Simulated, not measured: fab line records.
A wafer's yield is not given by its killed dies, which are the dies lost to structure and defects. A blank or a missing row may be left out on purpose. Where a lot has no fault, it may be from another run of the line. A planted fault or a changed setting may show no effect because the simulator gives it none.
Matching of chambers -- flow n5_finfet -- rie_diel-06 running N5_BEOL_M15_DESCUM_33: 4 sister chambers
The step chemistry O2, time 7.9 s. 8 wafers are shown with their chamber, then 11 later ones without.

## EACH WAFER AND ITS CHAMBER
wafer,chamber,showerhead_plenum_p_Torr (Torr),throttle_valve_pct (%)
L081.3,0,2.13,20.77
L081.6,3,2.22,20.33
L085.4,3,2.22,20.31
L085.5,1,2.04,20.24
L086.1,1,2.04,20.24
L086.2,2,2.07,20.78
L086.6,0,2.12,20.78
L091.2,2,2.07,20.80

## WAFERS WITHOUT THEIR CHAMBER
wafer,showerhead_plenum_p_Torr (Torr),throttle_valve_pct (%)
L091.4,2.03,20.26
L091.6,2.03,20.26
L092.2,2.12,20.79
L092.4,2.03,20.27
L092.6,2.03,20.27
L095.1,2.03,20.27
L095.2,2.21,20.34
L095.5,2.07,20.81
L096.2,2.03,20.28
L096.4,2.07,20.81
L096.6,2.21,20.34

## WHICH CHAMBER EACH WENT THROUGH
wafer,from the rows above,in truth
L091.4,1,1
L091.6,1,1
L092.2,0,0
L092.4,1,1
L092.6,1,1
L095.1,1,1
L095.2,3,3
L095.5,2,2
L096.2,1,1
L096.4,2,2
L096.6,3,3
11 of 11 placed correctly. Number that these rows cannot place: 0. Number placed wrongly: 0.
How it was worked out, from the rows above alone: a wafer's distance from a chamber is the root of the sum, over the readings, of the square of ((its reading less the chamber's mean) divided by the reading's scatter). The wafer belongs to the nearest chamber; if the next one is less than 2 further off, it can't be placed. A chamber's mean is the mean of its shown wafers. The scatter: take each reading less its chamber's mean, square it, sum over the shown wafers, divide by the number of wafers less the number of chambers, and take the root.
